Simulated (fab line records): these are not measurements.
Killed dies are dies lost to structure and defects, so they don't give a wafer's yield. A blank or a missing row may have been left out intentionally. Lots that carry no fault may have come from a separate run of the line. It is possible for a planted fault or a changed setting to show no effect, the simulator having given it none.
fab line records | flow nand_harc
[record] lots = 14 | wafers = 40 | last_day = 24
route steps=1159 shown A_ZERO_WELL@404 A_SOURCE_PLATE@423 A_ONON_D1@425 END@1159
lots untouched by any fault: they come from a run of this same line in which no faults occurred
start_h: hours from the record's first day to the start of the lot's first wafer shown | wait_h: hours since the lot's step before | " same as the row above | L1.1+2: one row covering several wafers at once | - value missing, or start not given | * or withheld: withheld | < > ~ a bound
route shown NAME@n: a module of which the file shows steps, and the number in the route of the first | usual: mean/standard deviation taken from wafers without a fault | same: alike in all rows | chamber/n: place in a boat | sites: each site's reading | _std_site: standard deviation of those values | _edge_site: the outer-site mean with the inner-site mean subtracted | radius_mm: for every site, how far away it sits from the centre of the wafer | mask NAME#n: copy n | behind: the tool/chamber that last shaped the wafer | hold: why the lot went on hold/how many hours it stayed there/how the hold came to an end | device: whichever transistor did not switch (one of n, p or np) | end of line: tests run on the same wafers once the route is complete | for a step that has no rows: nothing shown but its recipe | killed: the dies lost at the first sort to structure and to defects; this is not the yield of the wafer | map: a wafer's dies, marking killed ones x, the rest . and places with no die _
set.NAME: the setting the step ran with; set.NAME@STEP: the setting that earlier step ran with | model.NAME: the simulator's own value behind a step, which no gauge read
route steps across a sampled set of lots; one table per step, one row per wafer
services: a tool's chamber out of use, with start hour (start_h, from the record's first day; less than 0 if before it), hours out, and reason
[[steps]]
[step NHARC_A_ZERO_WELL_ETCH_19]
[recipe] target_depth_a = 800 | overetch_a = 240 | time_s = 87.88 | ion_energy_ev = 200 | n2_flow_sccm = 150 | h2_flow_sccm = 150 | ar_flow_sccm = 0 | rf_w = 400 | bias_w = 150 | chemistry = N2/H2
[usual] drypump_motor_current_A = 6.0/0.54 | oes_product_au = 0.995/0.01 | rf_vpp_V = 430.6/2.4 | showerhead_plenum_p_Torr = 2.05/0.08 | throttle_valve_pct = 14.171/0.0083
lot.wafer | tool        | chamber | start_h | wait_h | drypump_motor_current_A | oes_product_au | rf_hours_counter_h | rf_vpp_V | showerhead_plenum_p_Torr | throttle_valve_pct
L825.3    | rie_diel-10 | 2       | 143.48  | 0.1    | 5.5                     | 0.997          | 13                 | 431.5    | 2.05                     | 14.171
L825.1    | "           | 3       | "       | "      | 6.0                     | 1.010          | 12                 | 428.6    | 1.96                     | 14.172
L825.2    | "           | 1       | "       | "      | 6.1                     | 0.994          | 12                 | 430.0    | 2.03                     | 14.164
L826.3    | rie_diel-10 | 1       | 148.58  | 0.1    | 6.1                     | 1.003          | 13                 | 431.3    | 2.03                     | 14.165
L826.2    | "           | 2       | "       | "      | 5.5                     | 0.994          | 13                 | 430.5    | 2.05                     | 14.173
L826.5    | "           | 0       | "       | "      | 5.8                     | 1.002          | -                  | 429.6    | 1.98                     | 14.170
L827.4    | rie_diel-01 | 3       | 161.32  | 0.1    | 6.5                     | 1.002          | 1                  | 427.0    | 1.94                     | 14.169
L827.2    | "           | 1       | "       | "      | 6.3                     | 0.992          | 1                  | 433.8    | 2.14                     | 14.166
L827.5    | "           | 3       | "       | "      | 6.5                     | 1.003          | -                  | 427.3    | 1.94                     | 14.181
L828.2    | rie_diel-01 | 0       | 162.40  | 0.1    | 6.4                     | 0.980          | 1                  | 433.3    | 2.14                     | 14.164
L828.6    | "           | 0       | "       | "      | 6.4                     | 0.990          | -                  | 435.8    | 2.14                     | 14.161
L828.5    | "           | 1       | "       | "      | 6.3                     | 0.988          | -                  | 432.6    | 2.14                     | 14.187
L829.4    | rie_diel-01 | 0       | 163.23  | 0.1    | 6.4                     | 0.986          | 1                  | 434.2    | 2.14                     | 14.176
L829.1    | "           | 1       | "       | "      | 6.3                     | 0.998          | 1                  | 434.2    | 2.14                     | 14.158
L829.2    | "           | 2       | "       | "      | 4.9                     | 0.979          | 1                  | 429.7    | 2.01                     | 14.176
L831.1    | rie_diel-01 | 0       | 179.79  | 0.1    | 6.4                     | 0.985          | 3                  | 432.6    | 2.14                     | 14.169
L831.4    | "           | 2       | "       | "      | 4.9                     | 0.993          | 3                  | 431.3    | 2.01                     | 14.192
L831.5    | "           | 1       | "       | "      | 6.3                     | 0.974          | -                  | 432.7    | 2.14                     | 14.159
L832.1    | rie_diel-12 | 2       | 186.18  | 0.1    | 6.5                     | 0.993          | 9                  | 435.0    | 2.20                     | 14.171
L832.6    | "           | 2       | "       | "      | 6.4                     | 0.992          | -                  | 434.6    | 2.20                     | 14.156
L832.5    | "           | 3       | "       | "      | 6.7                     | 0.989          | -                  | 432.2    | 2.09                     | 14.172
L836.3    | rie_diel-01 | 2       | 210.20  | 0.1    | 4.8                     | 0.978          | 4                  | 428.3    | 2.00                     | 14.182
L836.6    | "           | 2       | "       | "      | 4.8                     | 0.991          | -                  | 428.8    | 2.00                     | 14.160
L836.5    | "           | 3       | "       | "      | 6.5                     | 0.999          | -                  | 427.6    | 1.94                     | 14.182
L838.1    | rie_diel-12 | 2       | 232.00  | 0.1    | 6.4                     | 1.004          | 1                  | 435.0    | 2.20                     | 14.173
L838.2    | "           | 0       | "       | "      | 6.1                     | 0.996          | 1                  | 429.1    | 1.99                     | 14.155
L839.1    | rie_diel-10 | 2       | 236.10  | 0.1    | 5.4                     | 0.984          | 6                  | 432.0    | 2.05                     | 14.179
L839.4    | "           | 3       | "       | "      | 6.0                     | 1.006          | 6                  | 428.3    | 1.95                     | 14.173
L839.5    | "           | 2       | "       | "      | 5.5                     | 0.998          | -                  | 430.8    | 2.05                     | 14.170
L842.1    | rie_diel-01 | 0       | 241.69  | 0.1    | 6.4                     | 0.991          | 6                  | 433.4    | 2.14                     | 14.181
L842.6    | "           | 1       | "       | "      | 6.3                     | 0.978          | -                  | 433.8    | 2.14                     | 14.178
L843.2    | rie_diel-10 | 0       | 253.09  | 0.1    | 5.8                     | 1.016          | 8                  | 427.9    | 1.98                     | 14.173
L843.4    | "           | 2       | "       | "      | 5.5                     | 0.982          | 8                  | 430.3    | 2.05                     | 14.166
L843.3    | "           | 3       | "       | "      | 6.0                     | 1.011          | 8                  | 427.9    | 1.95                     | 14.183
L844.3    | rie_diel-10 | 3       | 263.81  | 0.1    | 6.0                     | 1.004          | 8                  | 427.6    | 1.95                     | 14.168
L844.5    | "           | 1       | "       | "      | 6.1                     | 1.004          | -                  | 430.3    | 2.02                     | 14.172
L844.6    | "           | 2       | "       | "      | 5.5                     | 0.987          | -                  | 431.0    | 2.05                     | 14.170
L846.3    | rie_diel-01 | 1       | 269.63  | 0.1    | 6.3                     | 0.987          | 7                  | 432.2    | 2.14                     | 14.176
L846.2    | "           | 2       | "       | "      | 4.9                     | 0.995          | 8                  | 430.2    | 2.00                     | 14.170
L846.1    | "           | 3       | "       | "      | 6.5                     | 1.011          | 8                  | 426.5    | 1.94                     | 14.177
[step NHARC_A_SOURCE_PLATE_INSPECT_08]
[usual] raw_defect_count = 64/33
lot.wafer | tool              | chamber | start_h | wait_h | raw_defect_count
L825.1    | defect_inspect-01 | -       | 165.31  | 0.0    | 64
L825.2    | "                 | -       | "       | "      | 55
L825.3    | "                 | -       | "       | "      | 55
L826.2    | defect_inspect-01 | -       | 168.97  | 0.0    | 51
L826.3    | "                 | -       | "       | "      | 42
L826.5    | "                 | -       | "       | "      | 27
L829.1    | defect_inspect-01 | -       | 185.22  | 0.0    | 43
L829.2    | "                 | -       | "       | "      | 32
L829.4    | "                 | -       | "       | "      | 59
L828.2    | defect_inspect-02 | -       | 185.22  | 0.0    | 44
L828.5    | "                 | -       | "       | "      | 46
L828.6    | "                 | -       | "       | "      | 32
L827.2    | defect_inspect-02 | -       | 185.26  | 0.0    | 85
L827.4    | "                 | -       | "       | "      | 99
L827.5    | "                 | -       | "       | "      | 147
L831.1    | defect_inspect-01 | -       | 204.00  | 0.0    | 108
L831.4    | "                 | -       | "       | "      | 145
L831.5    | "                 | -       | "       | "      | 84
L832.1    | defect_inspect-02 | -       | 210.11  | 0.0    | 23
L832.5    | "                 | -       | "       | "      | 9
L832.6    | "                 | -       | "       | "      | 32
L836.3    | defect_inspect-02 | -       | 233.05  | 0.0    | 62
L836.5    | "                 | -       | "       | "      | 91
L836.6    | "                 | -       | "       | "      | 80
L838.1    | defect_inspect-02 | -       | 251.66  | 0.0    | 49
L838.2    | "                 | -       | "       | "      | 75
L842.1    | defect_inspect-02 | -       | 258.47  | 0.0    | 43
L842.6    | "                 | -       | "       | "      | 48
L839.1    | defect_inspect-02 | -       | 258.49  | 0.0    | 43
L839.4    | "                 | -       | "       | "      | 65
L839.5    | "                 | -       | "       | "      | 46
L843.2    | defect_inspect-02 | -       | 275.20  | 0.0    | 32
L843.3    | "                 | -       | "       | "      | 41
L843.4    | "                 | -       | "       | "      | 31
L844.3    | defect_inspect-02 | -       | 285.64  | 0.0    | 77
L844.5    | "                 | -       | "       | "      | 45
L844.6    | "                 | -       | "       | "      | 43
L846.1    | defect_inspect-02 | -       | 291.70  | 0.0    | 53
L846.2    | "                 | -       | "       | "      | 40
L846.3    | "                 | -       | "       | "      | 53
[step NHARC_A_ONON_D1_THK_MEAS_02]
[recipe] thk_meas_gauge = ellipsometry
[usual] thk_nm = 999/8.8
lot.wafer | tool          | chamber | start_h | wait_h | thk_nm
L825.1    | film_metro-01 | -       | 165.89  | -      | 999
L825.2    | "             | -       | "       | "      | 1001
L825.3    | "             | -       | "       | "      | 1001
L826.2    | film_metro-02 | -       | 169.54  | -      | 991
L826.3    | "             | -       | "       | "      | 992
L826.5    | "             | -       | "       | "      | 993
L829.1    | film_metro-02 | -       | 185.79  | -      | 989
L829.2    | "             | -       | "       | "      | 993
L829.4    | "             | -       | "       | "      | 991
L828.2    | film_metro-01 | -       | 185.80  | -      | 988
L828.5    | "             | -       | "       | "      | 987
L828.6    | "             | -       | "       | "      | 986
L827.2    | film_metro-01 | -       | 185.86  | -      | 1002
L827.4    | "             | -       | "       | "      | 1002
L827.5    | "             | -       | "       | "      | 1002
L831.1    | film_metro-01 | -       | 204.59  | -      | 993
L831.4    | "             | -       | "       | "      | 990
L831.5    | "             | -       | "       | "      | 992
L832.1    | film_metro-01 | -       | 210.69  | -      | 1000
L832.5    | "             | -       | "       | "      | 1000
L832.6    | "             | -       | "       | "      | 1000
L836.3    | film_metro-01 | -       | 233.62  | -      | 1018
L836.5    | "             | -       | "       | "      | 1020
L836.6    | "             | -       | "       | "      | 1018
L838.1    | film_metro-02 | -       | 252.24  | -      | 993
L838.2    | "             | -       | "       | "      | 994
L842.1    | film_metro-02 | -       | 259.05  | -      | 985
L842.6    | "             | -       | "       | "      | 982
L839.1    | film_metro-01 | -       | 259.07  | -      | 995
L839.4    | "             | -       | "       | "      | 997
L839.5    | "             | -       | "       | "      | 996
L843.2    | film_metro-02 | -       | 275.78  | -      | 1009
L843.3    | "             | -       | "       | "      | 1008
L843.4    | "             | -       | "       | "      | 1009
L844.3    | film_metro-01 | -       | 286.23  | -      | 1000
L844.5    | "             | -       | "       | "      | 1001
L844.6    | "             | -       | "       | "      | 999
L846.1    | film_metro-01 | -       | 292.28  | -      | 1008
L846.2    | "             | -       | "       | "      | 1005
L846.3    | "             | -       | "       | "      | 1008
[step NHARC_A_ONON_D1_DEP_19]
[recipe] target_thk_a = 10000 | n2_flow_sccm = 2750 | n2o_flow_sccm = 2000 | nh3_flow_sccm = 500 | sih4_flow_sccm = 210 | temp_c = 400
lot.wafer  | tool          | chamber | start_h | wait_h
L825.1+2+3 | pecvd_onon-03 | 0       | 175.39  | 0.1
L826.2+3+5 | pecvd_onon-03 | 0       | 179.05  | 0.1
L828.2+5+6 | pecvd_onon-03 | 0       | 195.31  | 0.1
L829.1+2+4 | pecvd_onon-02 | 0       | 195.38  | 0.2
L827.2+4+5 | pecvd_onon-03 | 0       | 195.66  | 0.5
L831.1+4+5 | pecvd_onon-01 | 0       | 214.07  | 0.1
L832.1+5+6 | pecvd_onon-02 | 0       | 222.05  | 0.1
L836.3+5+6 | pecvd_onon-02 | 0       | 243.19  | 0.2
L838.1+2   | pecvd_onon-03 | 0       | 261.75  | 0.1
L842.1+6   | pecvd_onon-03 | 0       | 272.21  | 0.1
L839.1+4+5 | pecvd_onon-03 | 0       | 272.57  | 0.1
L843.2+3+4 | pecvd_onon-01 | 0       | 285.28  | 0.1
L844.3+5+6 | pecvd_onon-01 | 0       | 295.80  | 0.2
L846.1+2+3 | pecvd_onon-01 | 0       | 301.72  | 0.1
[step NHARC_A_ONON_D1_THK_MEAS_21]
[recipe] thk_meas_gauge = ellipsometry
[usual] thk_nm = 1000/11
lot.wafer | tool          | chamber | start_h | wait_h | thk_nm
L825.1    | film_metro-01 | -       | 175.90  | -      | 1019
L825.2    | "             | -       | "       | "      | 1021
L825.3    | "             | -       | "       | "      | 1018
L826.2    | film_metro-02 | -       | 179.53  | -      | 1015
L826.3    | "             | -       | "       | "      | 1015
L826.5    | "             | -       | "       | "      | 1016
L828.2    | film_metro-01 | -       | 195.77  | -      | 998
L828.5    | "             | -       | "       | "      | 999
L828.6    | "             | -       | "       | "      | 996
L829.1    | film_metro-01 | -       | 195.89  | -      | 1002
L829.2    | "             | -       | "       | "      | 1002
L829.4    | "             | -       | "       | "      | 1001
L827.2    | film_metro-02 | -       | 196.11  | -      | 1010
L827.4    | "             | -       | "       | "      | 1010
L827.5    | "             | -       | "       | "      | 1011
L831.1    | film_metro-01 | -       | 214.60  | -      | 974
L831.4    | "             | -       | "       | "      | 976
L831.5    | "             | -       | "       | "      | 977
L832.1    | film_metro-01 | -       | 222.57  | -      | 997
L832.5    | "             | -       | "       | "      | 998
L832.6    | "             | -       | "       | "      | 998
L836.3    | film_metro-01 | -       | 243.59  | -      | 1007
L836.5    | "             | -       | "       | "      | 1008
L836.6    | "             | -       | "       | "      | 1007
L838.1    | film_metro-01 | -       | 262.26  | -      | 511
L838.2    | "             | -       | "       | "      | 1003
L842.1    | film_metro-02 | -       | 272.72  | -      | 495
L842.6    | "             | -       | "       | "      | 492
L839.1    | film_metro-02 | -       | 273.08  | -      | 510
L839.4    | "             | -       | "       | "      | 1000
L839.5    | "             | -       | "       | "      | 998
L843.2    | film_metro-01 | -       | 285.73  | -      | 1000
L843.3    | "             | -       | "       | "      | 1000
L843.4    | "             | -       | "       | "      | 1002
L844.3    | film_metro-02 | -       | 296.20  | -      | 1013
L844.5    | "             | -       | "       | "      | 1011
L844.6    | "             | -       | "       | "      | 1016
L846.1    | film_metro-02 | -       | 302.23  | -      | 998
L846.2    | "             | -       | "       | "      | 1000
L846.3    | "             | -       | "       | "      | 1000
[step NHARC_END_SORT_01]
[recipe] temp_c = 25
[usual] killed_at_array = 26/10 | killed_at_other = 0.5/0.87 | killed_at_periphery = 3.0/2.5 | killed_dies = 29/11 | killed_open = 3.3/1.9 | killed_short = 1.8/1.5
[same] gross_dies = 677
lot.wafer | tool      | chamber | start_h | wait_h | killed_at_array | killed_at_other | killed_at_periphery | killed_dies | killed_open | killed_short
L838.1    | prober-01 | 0       | 534.21  | 2.5    | 673             | 0               | 4                   | 677         | 1           | 4
L838.2    | prober-01 | 0       | 535.03  | 2.8    | 20              | 1               | 3                   | 24          | 3           | 3
L842.1    | prober-02 | 0       | 550.10  | 2.5    | 673             | 1               | 3                   | 677         | 4           | 4
L842.6    | prober-02 | 0       | 554.08  | 4.0    | 668             | 5               | 4                   | 677         | 5           | 2
L839.1    | prober-01 | 0       | 550.11  | 2.5    | 677             | 0               | 0                   | 677         | 3           | 3
L839.4    | prober-01 | 0       | 552.51  | 3.4    | 30              | 1               | 0                   | 31          | 4           | 2
L839.5    | prober-01 | 0       | 553.31  | 3.7    | 28              | 0               | 2                   | 30          | 2           | 2
// killed by level:class
L838.1 A_ONON_D1:area_dep=638 A_SLIT:chamber_film_flake=20 A_STAIRCASE:chamber_film_flake=5 A_CHANNEL_HOLE_D1:chamber_film_flake=3 A_CONTACT:chamber_film_flake=3 A_CHANNEL_FILL_D1:geometric_particle:short=2 P_M0:geometric_particle:short=1 A_BLC:geometric_particle:open=1
L838.2 A_SLIT:chamber_film_flake=10 A_CHANNEL_HOLE_D1:chamber_film_flake=4 A_CONTACT:chamber_film_flake=3 P_CONTACT:geometric_particle:open=2 P_M0:geometric_particle:short=1 A_CHANNEL_FILL_D1:geometric_particle:short=1 A_BLC:geometric_particle:open=1 STARTING-WAFER:geometric_particle:short=1
L842.1 A_ONON_D1:area_dep=642 A_SLIT:chamber_film_flake=14 A_CHANNEL_HOLE_D1:chamber_film_flake=6 A_CONTACT:chamber_film_flake=4 P_GATE:geometric_particle:open=1 P_GATE:geometric_particle:short=1 P_CONTACT:geometric_particle:open=1 A_ONON_D1:geometric_particle:short=1
L839.1 A_ONON_D1:area_dep=647 A_CHANNEL_HOLE_D1:chamber_film_flake=15 A_STAIRCASE:chamber_film_flake=4 A_CONTACT:chamber_film_flake=4 A_WL_FILL:geometric_particle:short=2 A_WL_FILL:geometric_particle:open=1 A_CONTACT:geometric_particle:short=1 A_BLC:geometric_particle:open=1
L839.4 A_CHANNEL_HOLE_D1:chamber_film_flake=17 A_STAIRCASE:chamber_film_flake=5 A_WL_FILL:geometric_particle:open=3 A_ONON_D1:geometric_particle:short=1 A_M0:geometric_particle:open=1 STARTING-WAFER:geometric_particle:short=1 A_WL_FILL:chamber_film_flake=1 A_CONTACT:chamber_film_flake=1
L839.5 A_CHANNEL_HOLE_D1:chamber_film_flake=21 P_GATE:chamber_film_flake=2 A_ONON_D1:geometric_particle:open=1 A_SGD_CUT:geometric_particle:open=1 A_SGD_CUT:geometric_particle:short=1 A_WL_FILL:geometric_particle:short=1 A_STAIRCASE:chamber_film_flake=1 A_SLIT:chamber_film_flake=1
L842.6 A_ONON_D1:area_dep=640 A_SLIT:chamber_film_flake=9 A_CHANNEL_HOLE_D1:chamber_film_flake=5 A_STAIRCASE:chamber_film_flake=5 THIN_TSV:chamber_film_flake=5 A_CONTACT:chamber_film_flake=3 A_CONTACT:geometric_particle:open=2 P_STI:chamber_film_flake=2
[[services]]
tool          | chamber | start_h | hours | kind
pecvd_onon-02 | -       | 124.44  | 6.3   | repair
rie_diel-01   | -       | 137.80  | 9.0   | pm
rie_diel-01   | 0       | 137.80  | 9.0   | vent_cycle
rie_diel-01   | 1       | 137.80  | 9.0   | vent_cycle
rie_diel-01   | 2       | 137.80  | 9.0   | vent_cycle
rie_diel-01   | 3       | 137.80  | 9.0   | vent_cycle
rie_diel-12   | -       | 142.27  | 1.4   | repair
rie_diel-01   | 0       | 146.80  | -     | clean
rie_diel-01   | 1       | 146.80  | -     | clean
rie_diel-01   | 2       | 146.80  | -     | clean
rie_diel-01   | 3       | 146.80  | -     | clean
pecvd_onon-03 | -       | 153.20  | 13.0  | pm
pecvd_onon-01 | -       | 163.94  | 0.7   | repair
rie_diel-12   | 3       | 164.92  | 4.5   | repair
rie_diel-10   | -       | 176.50  | 9.0   | pm
pecvd_onon-01 | -       | 195.05  | 13.0  | pm
rie_diel-10   | 0       | 201.07  | 1.8   | repair
rie_diel-12   | -       | 202.40  | 9.0   | pm
rie_diel-01   | 1       | 219.90  | 15.9  | repair
rie_diel-01   | -       | 234.23  | 0.2   | repair
pecvd_onon-01 | -       | 247.07  | 1.1   | repair
rie_diel-12   | 3       | 253.68  | 16.0  | repair
rie_diel-01   | 0       | 263.74  | 12.4  | repair
pecvd_onon-02 | -       | 292.23  | 13.0  | pm
[[key]]
[first_sign] step = NHARC_A_ONON_D1_THK_MEAS_21 | reading = thk_nm | direction = down | sigmas = 45 | usual = 1000 | struck = 502
[effect] step = NHARC_END_SORT_01 | reading = killed_at_array | direction = up | sigmas = 65 | usual = 26 | struck = 673
[more_kills_born_at] NHARC_A_ONON_D1_DEP_19@pecvd_onon-03 = 2567
met_at NHARC_A_ONON_D1_DEP_19
struck_lots L838,L839,L842
struck_wafers L838.1,L839.1,L842.1,L842.6
later_rows_left_out L838.1,L839.1,L842.1,L842.6
tester_left_out L838,L839,L842
not_acting_at NHARC_A_ZERO_WELL_ETCH_19,NHARC_A_SOURCE_PLATE_INSPECT_08,NHARC_A_ONON_D1_THK_MEAS_02
onset_between 195.66 261.75
[fault] kind = process_parameter_drift | tool = pecvd_onon-03 | chamber = - | onset_h = 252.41 | steps = NHARC_A_ONON_D1_DEP_19 | channel = target_thk_a | offset = * | shape = step | end_h = 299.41 | scope = struck_wafers_only | acts_in = * | stated = *
// tester_left_out: of these lots the tester's yield and bins aren't shown, on N5 and GAA mostly nor the transistor test; their killed dies are dies lost to structure and defects alone, not to doping, threshold or leakage, so they don't give the yield
// later_rows_left_out: the simulator's readings of these wafers behind a module that went badly wrong aren't trusted and aren't shown, but for the sort
